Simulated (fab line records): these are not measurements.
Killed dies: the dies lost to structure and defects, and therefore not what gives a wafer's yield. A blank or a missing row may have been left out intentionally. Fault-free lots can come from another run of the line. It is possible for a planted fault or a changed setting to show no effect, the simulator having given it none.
A lot that was struck, set against a sound lot || flow nand_harc || 15 steps out of a route of 1302
Sound: these wafers, L588.2, L588.5, L588.6. Struck: wafers L579.3, L579.4, L579.5. The cause comes at the end.
Order at every step that has rows: each side's tool, ch and its chambers, its first start. Under that, the readings that differ: sound wafers || struck wafers || difference of the means || sigmas: that difference in standard deviations of wafers without a fault.
alike: readings with means less than 2 such deviations apart, plus words and numbers identical on both sides. not compared: withheld readings, readings lacking a value on some wafer, bounds such as >300 that could conceal the same value, and numbers that have no deviation in the record and whose values overlap.
The two part at a step that has a row with sigmas, a row that says differs or no value, or rows on one side only. Numbers that have no deviation but don't overlap get no sigmas and don't part them. A reading that every wafer of one side lacks parts them only if that side has two wafers or more.

NHARC_A_DECK1_JOINT_CMP_02: polishes SiOx.
  sound on cmp-01 ch 0,1,3, day 17 17:37; struck on cmp-04 ch 0,1,3, day 14 12:14
  alike: motor_current_A
after that, 1 step had no rows for these wafers: NHARC_A_DECK1_JOINT_SRD_15.
NHARC_A_DECK1_JOINT_DEP_16: deposits SiO2, target thk 45 nm.
  sound on pecvd-01 ch 0,1, day 17 17:59; struck on pecvd-03 ch 0,2, day 14 12:38
  alike: heater_power_w, susceptor_temp_C, throttle_valve_pct
NHARC_A_DECK1_JOINT_THK_MEAS_17: measures by ellipsometry.
  sound on film_metro-02, day 17 18:12; struck on film_metro-02, day 14 12:52
  alike: thk_nm
NHARC_A_DECK1_JOINT_INSPECT_05:
  sound on defect_inspect-01, day 17 18:14; struck on defect_inspect-01, day 14 12:54
  alike: raw_defect_count
then, no rows for these wafers at 1 step: NHARC_A_ONON_D2_DEP_00 (target thk 1000 nm).
NHARC_A_ONON_D2_THK_MEAS_02: measures by ellipsometry.
  sound on film_metro-02, day 17 18:49; struck on film_metro-01, day 14 13:28
  alike: thk_nm
then, no rows for these wafers at 1 step: NHARC_A_ONON_D2_DEP_03 (target thk 1000 nm).
NHARC_A_ONON_D2_THK_MEAS_05: measures by ellipsometry.
  sound on film_metro-01, day 17 19:23; struck on film_metro-01, day 14 14:02
  alike: thk_nm
then, no rows for these wafers at 1 step: NHARC_A_ONON_D2_DEP_06 (target thk 1000 nm).
NHARC_A_ONON_D2_THK_MEAS_08: measures by ellipsometry.
  sound on film_metro-01, day 17 19:56; struck on film_metro-01, day 14 14:37
  alike: thk_nm
NHARC_A_ONON_D2_DEP_09: target thk 1000 nm.
  sound on pecvd_onon-03 ch 0, day 17 20:04; struck on pecvd_onon-01 ch 0, day 14 14:47
  alike: n2_flow_sccm, susceptor_temp_C
NHARC_A_ONON_D2_THK_MEAS_11: measures by ellipsometry.
  sound on film_metro-01, day 17 20:31; struck on film_metro-01, day 14 15:11
{"reading": "thk_nm (nm)", "sound": "996 995 996", "struck": "379 383 380", "difference": -615, "sigmas": -78}
then, no rows for these wafers at 1 step: NHARC_A_ONON_D2_DEP_12 (target thk 1000 nm).
-- jump in the record: it breaks off in module A_ONON_D2 and resumes in module END (first step shown: number 1302 of the route), and 12 days separate the struck wafers' starts before and after --
NHARC_END_SORT_01:
  at this point the record logs the struck wafers (prober-02 ch 0, day 26 12:26) and has no rows for the sound ones

WHERE THEY PART
Last at NHARC_END_SORT_01 as far as this record goes, first at NHARC_A_ONON_D2_THK_MEAS_11.

WHY: whatever the simulator had introduced
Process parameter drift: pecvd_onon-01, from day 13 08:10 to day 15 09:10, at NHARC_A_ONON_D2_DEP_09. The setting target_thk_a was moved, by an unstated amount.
